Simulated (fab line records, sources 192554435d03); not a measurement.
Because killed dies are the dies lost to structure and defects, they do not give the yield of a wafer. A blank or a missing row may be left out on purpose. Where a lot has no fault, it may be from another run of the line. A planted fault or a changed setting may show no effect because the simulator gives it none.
Which tool was responsible? -- flow n5_finfet -- Sampling: 8 lots, 24 wafers, 5 of 1938 route steps

WHAT EACH GAUGE READ, for each wafer
N5_BEOL_M4_RC_MEAS_101.
lot,measured,on,DIBL_N (mV/V),DIBL_P (mV/V),IOFF_N (nA/um),IOFF_P (nA/um),ION_N (uA/um),ION_P (uA/um),SS_N (mV/dec),SS_P (mV/dec),VT_N (mV),VT_P (mV)
L381,day 7 15:28,prober-01,35.4 35.3 34.9,36.0 36.6 36.1,0.14 0.15 0.15,0.19 0.20 0.19,666 684 678,457 469 466,71.4 71.6 71.6,73.2 73.9 73.7,253 249 253,-255 -252 -252
L386,day 8 14:51,prober-02,37.3 33.8 35.5,37.5 33.5 36.1,0.18 0.12 0.15,0.23 0.17 0.21,680 677 683,470 471 476,71.2 70.7 72.1,72.8 71.7 72.8,247 255 250,-250 -253 -250
L387,day 9 10:17,prober-01,37.3 36.6 37.0,38.4 36.7 37.8,0.18 0.17 0.17,0.24 0.22 0.24,680 688 676,466 459 465,72.3 71.7 72.3,72.8 72.8 73.0,247 250 249,-251 -253 -248
L390,day 10 07:46,prober-02,34.4 36.1 36.9,34.8 37.7 38.2,0.11 0.14 0.15,0.16 0.21 0.20,662 653 662,448 460 450,70.0 70.6 71.1,72.8 73.9 73.8,253 253 251,-257 -251 -253
L398,day 12 00:10,prober-02,37.3 35.6 35.4,35.4 34.2 34.3,0.16 0.15 0.14,0.22 0.22 0.21,675 703 677,466 481 469,71.4 71.4 71.2,72.8 72.5 72.8,247 246 249,-246 -244 -245
L400,day 12 03:55,prober-01,37.3 36.3 37.3,36.6 35.8 36.4,0.16 0.15 0.17,0.23 0.22 0.23,678 662 667,472 460 464,71.4 71.4 71.9,72.5 73.4 73.5,254 253 249,-245 -248 -247
L401,day 13 00:05,prober-02,33.4 35.3 34.3,33.1 34.8 33.9,0.13 0.16 0.14,0.17 0.19 0.18,682 677 672,465 462 459,71.4 71.3 71.9,72.7 73.6 73.2,251 247 250,-254 -251 -252
L404,day 13 10:06,prober-01,33.2 36.3 36.8,33.6 37.7 38.6,0.12 0.18 0.19,0.16 0.21 0.22,669 678 677,452 461 458,71.2 71.9 72.1,72.4 74.4 74.3,252 248 246,-256 -250 -253

WHAT TOOL EACH LOT RAN ON (gives the tool, then ch and the chambers of the sampled wafers, and finally the start)
lot,N5_BEOL_M0_SAQP_ETCH_49,N5_BEOL_M0_CUTY_DESCUM_61,N5_BEOL_M0_ETCH_138,N5_BEOL_M0_STRIP_104
L381,"rie_diel-02 ch 0,3, day 5 16:29","rie_diel-01 ch 0,2, day 5 17:15","rie_diel-01 ch 0,2, day 5 17:28","rie_diel-06 ch 1,3, day 5 17:57"
L386,"rie_diel-04 ch 2,3, day 6 18:50","rie_diel-01 ch 0,3, day 6 19:34","rie_diel-01 ch 0,3, day 6 19:46","rie_diel-06 ch 1,2,3, day 6 20:05"
L387,"rie_diel-05 ch 0,3, day 7 06:53","rie_diel-01 ch 0,3, day 7 07:28","rie_diel-01 ch 0,3, day 7 07:40","rie_diel-06 ch 0,1,3, day 7 10:31"
L390,"rie_diel-05 ch 0,1,2, day 8 05:59","rie_diel-01 ch 0,2,3, day 8 06:26","rie_diel-01 ch 0,2,3, day 8 06:38","rie_diel-01 ch 0,1,2, day 8 06:57"
L398,"rie_diel-05 ch 0,1,2, day 10 03:17","rie_diel-01 ch 0,3, day 10 03:52","rie_diel-01 ch 0,3, day 10 04:05","rie_diel-03 ch 2,3, day 10 06:37"
L400,"rie_diel-02 ch 0,1,3, day 10 08:05","rie_diel-01 ch 0,3, day 10 08:40","rie_diel-01 ch 0,3, day 10 08:53","rie_diel-03 ch 0,2,3, day 10 09:19"
L401,"rie_diel-02 ch 0,1,3, day 10 19:47","rie_diel-03 ch 0,1,3, day 10 20:22","rie_diel-03 ch 0,1,3, day 10 20:34","rie_diel-03 ch 0,1,3, day 10 23:09"
L404,"rie_diel-02 ch 0,3, day 11 12:16","rie_diel-03 ch 1,2, day 11 13:46","rie_diel-03 ch 1,2, day 11 13:59","rie_diel-06 ch 0,3, day 11 14:22"
- N5_BEOL_M0_SAQP_ETCH_49: etches SiO2 in CF4/O2, target depth 37 nm.
- N5_BEOL_M0_CUTY_DESCUM_61: chemistry O2, time 7.9 s.
- N5_BEOL_M0_ETCH_138: etches SiCN in CH3F/O2, target depth 12 nm, time 31.6 s.
- N5_BEOL_M0_STRIP_104: strips in N2/H2.

WHAT THE TOOLS THEMSELVES READ (means of the sampled wafers that have a number; where no wafer has one, the mark that the record gives instead)
N5_BEOL_M0_SAQP_ETCH_49.
lot,tool,drypump_motor_current_A (A),oes_ar_750_au (a.u.),oes_f_703_au (a.u.),oes_o_777_au (a.u.),oes_product_au (a.u.),rf_fwd_power_W (W),rf_vpp_V (V),showerhead_plenum_p_Torr (Torr),throttle_valve_pct (%)
L381,rie_diel-02,5.8,0.73,0.72,0.74,0.74,532.2,242,2.19,15.91
L386,rie_diel-04,5.9,0.74,0.73,0.74,0.73,531.7,241,2.19,15.94
L387,rie_diel-05,6.1,0.81,0.82,0.81,0.82,531.0,240,2.18,15.91
L390,rie_diel-05,5.9,0.75,0.76,0.75,0.75,532.6,238,2.27,15.89
L398,rie_diel-05,5.9,0.73,0.75,0.74,0.73,530.3,237,2.26,15.92
L400,rie_diel-02,5.8,0.73,0.72,0.73,0.74,531.6,241,2.16,16.00
L401,rie_diel-02,5.9,0.72,0.72,0.73,0.74,532.1,241,2.16,16.01
L404,rie_diel-02,5.9,0.70,0.69,0.70,0.70,530.8,240,2.18,15.90

N5_BEOL_M0_CUTY_DESCUM_61.
lot,tool,drypump_motor_current_A (A),oes_product_au (a.u.),rf_vpp_V (V),showerhead_plenum_p_Torr (Torr),throttle_valve_pct (%)
L381,rie_diel-01,5.4,0.77,243.3,2.12,20.63
L386,rie_diel-01,5.9,0.78,243.0,2.13,20.47
L387,rie_diel-01,5.9,0.77,243.2,2.12,20.47
L390,rie_diel-01,5.8,0.78,244.4,2.16,20.51
L398,rie_diel-01,5.9,0.75,243.7,2.12,20.52
L400,rie_diel-01,5.9,0.75,243.3,2.11,20.50
L401,rie_diel-03,5.6,0.79,243.2,2.11,20.46
L404,rie_diel-03,5.5,0.72,241.3,1.99,20.47

N5_BEOL_M0_ETCH_138.
lot,tool,drypump_motor_current_A (A),etch_rf_on_time_s (s),oes_product_au (a.u.),rf_fwd_power_W (W),rf_vpp_V (V),showerhead_plenum_p_Torr (Torr),throttle_valve_pct (%)
L381,rie_diel-01,5.4,29.1,0.65,385.7,296.8,2.02,16.50
L386,rie_diel-01,5.9,29.5,0.67,387.9,298.2,2.02,16.29
L387,rie_diel-01,5.9,28.9,0.67,387.8,296.9,2.02,16.31
L390,rie_diel-01,5.8,29.0,0.68,385.6,298.0,2.06,16.36
L398,rie_diel-01,5.9,25.2,0.69,544.6,269.9,2.01,16.36
L400,rie_diel-01,5.9,25.7,0.68,543.1,269.6,2.01,16.36
L401,rie_diel-03,5.6,28.1,0.67,386.4,297.2,2.01,16.28
L404,rie_diel-03,5.4,29.6,0.61,384.7,295.7,1.91,16.42

N5_BEOL_M0_STRIP_104.
lot,tool,drypump_motor_current_A (A),oes_product_au (a.u.),rf_vpp_V (V),showerhead_plenum_p_Torr (Torr),throttle_valve_pct (%)
L381,rie_diel-06,5.1,0.84,61.0,2.51,23.67
L386,rie_diel-06,5.2,0.82,59.4,2.50,23.74
L387,rie_diel-06,5.1,0.79,59.4,2.55,23.81
L390,rie_diel-01,5.5,0.83,59.2,2.55,23.75
L398,rie_diel-03,5.8,0.85,59.1,2.51,23.65
L400,rie_diel-03,6.0,0.76,57.2,2.53,23.78
L401,rie_diel-03,5.6,0.80,58.7,2.54,23.56
L404,rie_diel-06,5.0,0.76,60.1,2.51,23.95

THE ANSWER, worked out from the rows above alone
Rule: the lots themselves supply what counts as usual. The widest of any qualifying gaps counts: lots, ordered by their means at a reading, are off when they make up no more than a third of the lots, leave a main group of 4 or more, and stand apart from it by 3 or more times the standard deviation of that group's means. The tables above print the reading to a certain number of digits; a main group whose means all agree to those digits is not used. A lot without any number at a reading at which 4 lots or more have one is off too. Where the step has rows for the other lots, those lots are counted as sound. First the gauges in route order, then the tools' own readings, where a lot's mean is used as printed above. The first step at which some lot is off is used, and at that step the reading that is off furthest; a lot without a number counts as furthest.
Off: L398, L400, at N5_BEOL_M4_RC_MEAS_101 (VT_P). The main group: mean -252 mV, standard deviation 1.1.
A tool fits if, at a process step before that reading, it ran every lot that is off, and no sound lot after the first of them. The gauges at N5_BEOL_M4_RC_MEAS_101 aren't tried: what is off there is off at N5_BEOL_M0_ETCH_138 too, on other tools, and a gauge's error can't cause that. One fits: N5_BEOL_M0_CUTY_DESCUM_61 and N5_BEOL_M0_ETCH_138 on rie_diel-01. At N5_BEOL_M0_CUTY_DESCUM_61 its last sound lot is L390 (day 8 06:26), its first lot that is off L398 (day 10 03:52): a fault that began between those two fits.

WHAT THE SIMULATOR HAD INSERTED
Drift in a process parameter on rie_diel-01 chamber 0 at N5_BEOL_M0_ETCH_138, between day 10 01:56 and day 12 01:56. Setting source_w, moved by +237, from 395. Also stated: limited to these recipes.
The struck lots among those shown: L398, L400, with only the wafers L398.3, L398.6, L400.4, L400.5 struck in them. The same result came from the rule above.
